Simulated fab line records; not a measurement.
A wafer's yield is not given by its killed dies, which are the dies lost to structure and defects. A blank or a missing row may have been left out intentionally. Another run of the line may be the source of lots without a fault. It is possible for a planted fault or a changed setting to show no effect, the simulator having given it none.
What tool caused it?    flow nand harc    39 wafers from 13 lots sampled at 5 of the route's 1159 steps

== WHAT THE GAUGES SHOWED, per wafer ==
NHARC_A_BONDPAD_OVL_MEAS_35. Usual: overlay x nm 0 nm, standard deviation 6.4; overlay y nm -1 nm, standard deviation 5.3.
lot   measured      on          overlay x nm (nm)  overlay y nm (nm)  flag
L401  day 18 08:49  overlay-01  0 0 0              -6 -6 -5           
L400  day 18 03:58  overlay-01  -4 -5 -5           -3 -3 -3           
L399  day 18 03:03  overlay-02  2 3 3              -2 -2 -2           
L403  day 18 14:13  overlay-02  -6 -6 -6           -1 0 -1            
L404  day 18 13:26  overlay-02  6 6 6              -13 -13 -13        
L402  day 18 18:31  overlay-02  -14 -13 -14        4 4 4              
L405  day 19 13:40  overlay-02  9 9 8              2 3 2              
L408  day 20 08:22  overlay-02  -8 -8 -9           12 13 12           
L411  day 20 14:58  overlay-02  6 5 6              -1 -1 -2           
L413  day 21 23:22  overlay-01  -4 -4 -4           1 0 1              
L415  day 22 07:58  overlay-02  -2 -2 -3           -1 -1 -1           
L419  day 23 08:16  overlay-01  5 5 5              -4 -4 -4           
L417  day 23 15:41  overlay-01  3 2 3              -9 -9 -8           

NHARC_A_BONDPAD_CD_MEAS_13. Usual: cd nm reads 499.5 nm (standard deviation 1.7).
lot   measured      on         cd nm (nm)         flag
L401  day 18 09:15  cd sem-01  498.5 500.0 496.8  
L400  day 18 04:25  cd sem-03  500.3 497.9 498.2  
L399  day 18 03:29  cd sem-02  500.1 499.4 501.8  
L403  day 18 14:40  cd sem-03  498.2 500.6 499.7  
L404  day 18 13:53  cd sem-01  500.6 501.0 502.5  
L402  day 18 19:05  cd sem-02  500.3 501.9 500.3  
L405  day 19 14:07  cd sem-03  500.8 500.4 501.8  
L408  day 20 08:49  cd sem-01  499.3 498.4 499.8  
L411  day 20 15:29  cd sem-02  499.5 500.9 501.2  
L413  day 21 23:48  cd sem-03  503.0 502.6 501.9  
L415  day 22 08:25  cd sem-02  498.3 498.0 498.6  
L419  day 23 08:42  cd sem-01  496.7 498.0 496.5  
L417  day 23 16:07  cd sem-02  498.9 498.4 499.3  

NHARC_END_SORT_01. Usual: killed at array 28, standard deviation 12; killed at other 0.8, standard deviation 1.1; killed at periphery 3.6, standard deviation 2.3; killed dies 32, standard deviation 12; killed open 3.4, standard deviation 1.9; killed short 2.0, standard deviation 1.3.
lot   measured      on         killed at array  killed at other  killed at periphery  killed dies  killed open  killed short  flag
L413  day 23 08:14  prober-01  110 35 97        0 0 0            0 2 3                110 37 100   6 5 2        3 1 2         OFF
L415  day 23 18:26  prober-01  104 26 105       1 3 2            5 3 0                110 32 107   3 2 1        2 2 1         OFF

== WHICH TOOL RAN EACH LOT (tool, then ch and the chambers of the sampled wafers, then the start) ==
lot   NHARC_A_WL_FILL_ETCHBACK_26       NHARC_THIN_TSV_DESCUM_35
L401  rie si-05 ch 1,2, day 16 02:33    rie diel-01 ch 1,3, day 19 07:07
L400  rie si-02 ch 0,2,3, day 16 02:33  rie diel-01 ch 0,2,3, day 19 00:52
L399  rie si-01 ch 1,2, day 16 02:34    rie diel-01 ch 1,2, day 18 23:40
L403  rie si-05 ch 1,3, day 16 12:33    rie diel-04 ch 0,1,3, day 19 11:32
L404  rie si-02 ch 0,2,3, day 16 12:35  rie diel-08 ch 0,2,3, day 19 08:14
L402  rie si-05 ch 0,2,3, day 16 18:01  rie diel-04 ch 0,1,2, day 19 17:38
L405  rie si-01 ch 0,1,3, day 17 12:49  rie diel-08 ch 0,2,3, day 20 14:19
L408  rie si-02 ch 0,2,3, day 18 07:37  rie diel-01 ch 0,2,3, day 21 07:13
L411  rie si-02 ch 1,2, day 18 14:19    rie diel-04 ch 2,3, day 21 15:29
L413  rie si-02 ch 0,1, day 19 16:34    rie diel-08 ch 0,2,3, day 23 00:55
L415  rie si-02 ch 0,1, day 20 04:50    rie diel-04 ch 0,3, day 23 05:18
L419  rie si-05 ch 0,1,2, day 20 23:10  rie diel-04 ch 0,2,3, day 24 05:50
L417  rie si-01 ch 1,2,3, day 21 15:02  rie diel-08 ch 1,2,3, day 24 13:20
- NHARC_A_WL_FILL_ETCHBACK_26: etches the open film in HBr, target depth 52 nm, time 13.3 s.
- NHARC_THIN_TSV_DESCUM_35: chemistry O2, time 3 s.

== AS READ BY THE TOOLS THEMSELVES (means over the sampled wafers that have a number; for cases with no such wafer, the mark the record gives instead) ==
NHARC_A_WL_FILL_ETCHBACK_26. Usual: drypump motor current A 5.7 A, standard deviation 0.43; oes product au 1.000 a.u., standard deviation 0.0076; rf fwd power W 342.7 W, standard deviation 1.7; throttle valve pct 23.266 %, standard deviation 0.0094.
lot   tool       drypump motor current A (A)  oes product au (a.u.)  rf fwd power W (W)  throttle valve pct (%)  flag
L401  rie si-05  5.2                          0.998                  342.7               23.258                  
L400  rie si-02  5.9                          1.003                  342.7               23.271                  
L399  rie si-01  5.5                          1.008                  345.0               23.258                  
L403  rie si-05  5.7                          1.002                  343.7               23.267                  
L404  rie si-02  5.9                          0.998                  341.6               23.269                  
L402  rie si-05  5.5                          0.998                  343.0               23.263                  
L405  rie si-01  5.5                          1.010                  343.2               23.265                  
L408  rie si-02  5.9                          0.995                  342.3               23.262                  
L411  rie si-02  6.2                          1.002                  340.6               23.269                  
L413  rie si-02  5.7                          1.006                  342.6               23.265                  
L415  rie si-02  5.7                          0.995                  342.8               23.263                  
L419  rie si-05  5.2                          1.013                  342.7               23.262                  
L417  rie si-01  5.7                          1.002                  344.0               23.269                  

NHARC_THIN_TSV_DESCUM_35. Usual: drypump motor current A 5.8 A, standard deviation 0.32; oes product au 1.001 a.u., standard deviation 0.0079; rf vpp V 57.8 V, standard deviation 0.95; showerhead plenum p Torr 1.93 Torr, standard deviation 0.075; throttle valve pct 11.311 %, standard deviation 0.009.
lot   tool         drypump motor current A (A)  oes product au (a.u.)  rf vpp V (V)  showerhead plenum p Torr (Torr)  throttle valve pct (%)  flag
L401  rie diel-01  5.8                          1.004                  57.4          1.89                             11.306                  
L400  rie diel-01  5.7                          0.996                  57.5          1.91                             11.313                  
L399  rie diel-01  6.2                          0.987                  58.7          2.04                             11.314                  
L403  rie diel-04  5.8                          0.997                  58.5          1.92                             11.315                  
L404  rie diel-08  5.7                          0.999                  57.6          1.92                             11.310                  
L402  rie diel-04  5.9                          1.006                  57.9          1.93                             11.314                  
L405  rie diel-08  5.7                          1.013                  57.8          1.92                             11.320                  
L408  rie diel-01  5.7                          0.999                  57.4          1.91                             11.315                  
L411  rie diel-04  5.6                          1.002                  56.5          1.92                             11.300                  
L413  rie diel-08  5.7                          1.004                  58.6          1.92                             11.313                  
L415  rie diel-04  6.2                          1.016                  57.9          1.92                             11.313                  
L419  rie diel-04  5.9                          0.994                  57.6          1.92                             11.313                  
L417  rie diel-08  5.8                          1.007                  58.4          1.93                             11.311                  

== THE ANSWER, worked out from the rows above alone ==
Rule: a lot counts as off when the mean over its wafers that have a number is more than 3 standard deviations away from the usual mean. A lot without any number at a reading at which 4 lots or more have one is off too. Where the step has rows for the other lots, those lots are counted as sound. The gauges are gone through in route order, then the tools' own readings, and for those a lot's mean is taken as printed above. The first step at which some lot is off is used, and at that step the reading that is off furthest; a lot without a number counts as furthest.
Off: L413, L415 (NHARC_END_SORT_01, killed at array). Neither off nor sound, because the step has no rows for them: L401, L400, L399, L403, L404, L402, L405, L408, L411, L419, L417.
If a tool, at a process step before that reading, ran all the lots that are off and no sound lot after the first of them, it fits. Gauges at NHARC_END_SORT_01: tried the same way as those tools. 2 tools fit, rie si-02 at NHARC_A_WL_FILL_ETCHBACK_26 and prober-01 at NHARC_END_SORT_01, so this cannot tell which one it is.

== WHAT THE SIMULATOR PUT IN ==
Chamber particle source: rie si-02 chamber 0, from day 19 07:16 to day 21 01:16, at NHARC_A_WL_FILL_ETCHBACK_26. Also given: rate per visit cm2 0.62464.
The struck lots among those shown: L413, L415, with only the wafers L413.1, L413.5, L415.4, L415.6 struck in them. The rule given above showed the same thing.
